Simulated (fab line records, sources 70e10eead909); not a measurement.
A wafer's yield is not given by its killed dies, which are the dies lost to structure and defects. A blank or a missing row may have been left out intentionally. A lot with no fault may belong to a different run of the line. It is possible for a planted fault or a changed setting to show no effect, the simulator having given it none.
Chamber matching | flow nand harc | NHARC_A_CHANNEL_FILL_D1_ALD_16 on ald hk-02: 4 sister chambers
The step deposits SiO2, target thk 1.5 nm, pulse time 10 s, ald cycles 15. 4 wafers are shown with their chamber, then 8 later ones without.

== WAFERS, EACH WITH ITS CHAMBER ==
wafer  | chamber | heater power outer w (W)
L078.5 | 2       | 239
L091.4 | 0       | 285
L091.6 | 1       | 213
L093.1 | 3       | 321

== WAFERS WITHOUT THEIR CHAMBER ==
wafer  | heater power outer w (W)
L093.2 | 252
L093.3 | 208
L095.2 | 212
L095.4 | 279
L095.6 | 327
L094.1 | 323
L094.4 | 251
L094.6 | 215

== WHICH CHAMBER EACH WENT THROUGH ==
wafer  | from the rows above | in truth
L093.2 | 2                   | 2
L093.3 | 1                   | 1
L095.2 | 1                   | 1
L095.4 | 0                   | 0
L095.6 | 3                   | 3
L094.1 | 3                   | 3
L094.4 | 2                   | 2
L094.6 | 1                   | 1
Correctly placed: 8 of 8. Number that these rows cannot place: 0. Number placed wrongly: 0.
How it was worked out, from the rows above alone: a wafer's distance from a chamber is the root of the sum, over the readings, of the square of ((its reading less the chamber's mean) divided by the reading's scatter). The wafer belongs to the nearest chamber; if the next one is less than 2 further off, it can't be placed. For every chamber, the mean is computed from those of its wafers that are shown. The scatter: root of mean squared gap, hidden wafer to nearest shown wafer, with one shown wafer a chamber.
